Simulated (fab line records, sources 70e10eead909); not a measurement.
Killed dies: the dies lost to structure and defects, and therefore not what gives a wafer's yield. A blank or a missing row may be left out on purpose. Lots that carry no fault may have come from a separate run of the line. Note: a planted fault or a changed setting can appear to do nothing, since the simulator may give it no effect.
Chamber matching | flow nand-harc | cmp-03 running NHARC_A_DECK1_JOINT_CMP_02: 4 sister chambers
The step polishes SiOx. 8 wafers are shown with their chamber, then 12 later ones without.

## WAFERS, EACH WITH ITS CHAMBER
wafer  | chamber | motor-current-A (A)
L087.5 | 3       | 10.5
L089.6 | 0       | 13.7
L091.1 | 1       | 13.5
L091.4 | 3       | 10.8
L091.6 | 2       | 11.2
L093.1 | 2       | 10.9
L093.4 | 0       | 13.8
L093.5 | 1       | 13.0

## WAFERS WITHOUT THEIR CHAMBER
wafer  | motor-current-A (A)
L093.2 | 10.4
L093.3 | 14.5
L093.6 | 13.3
L096.1 | 11.2
L096.4 | 13.6
L096.5 | 10.7
L097.1 | 10.8
L097.4 | 10.5
L097.5 | 10.6
L097.2 | 13.3
L097.3 | 13.6
L097.6 | 10.4

## WHICH CHAMBER EACH ONE RAN IN
wafer  | from the rows above     | in truth
L093.2 | can't be placed: 3 or 2 | 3
L093.3 | 0                       | 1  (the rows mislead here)
L093.6 | can't be placed: 1 or 0 | 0
L096.1 | can't be placed: 2 or 3 | 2
L096.4 | can't be placed: 0 or 1 | 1
L096.5 | can't be placed: 3 or 2 | 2
L097.1 | can't be placed: 3 or 2 | 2
L097.4 | can't be placed: 3 or 2 | 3
L097.5 | can't be placed: 3 or 2 | 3
L097.2 | can't be placed: 1 or 0 | 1
L097.3 | can't be placed: 0 or 1 | 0
L097.6 | can't be placed: 3 or 2 | 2
0 of 12 placed correctly. From these rows, 11 cannot be placed; in 11 the true chamber is one of the candidates. Number placed wrongly: 1.
How it was worked out, from the rows above alone: a wafer's distance from a chamber is the root of the sum, over the readings, of the square of ((its reading less the chamber's mean) divided by the reading's scatter). If the next closest chamber is less than 2 further off than the closest, the wafer can't be placed; otherwise it belongs to the closest. The mean given for a chamber averages the wafers shown for that chamber. The scatter: take each reading less its chamber's mean, square it, sum over the shown wafers, divide by the number of wafers less the number of chambers, and take the root.
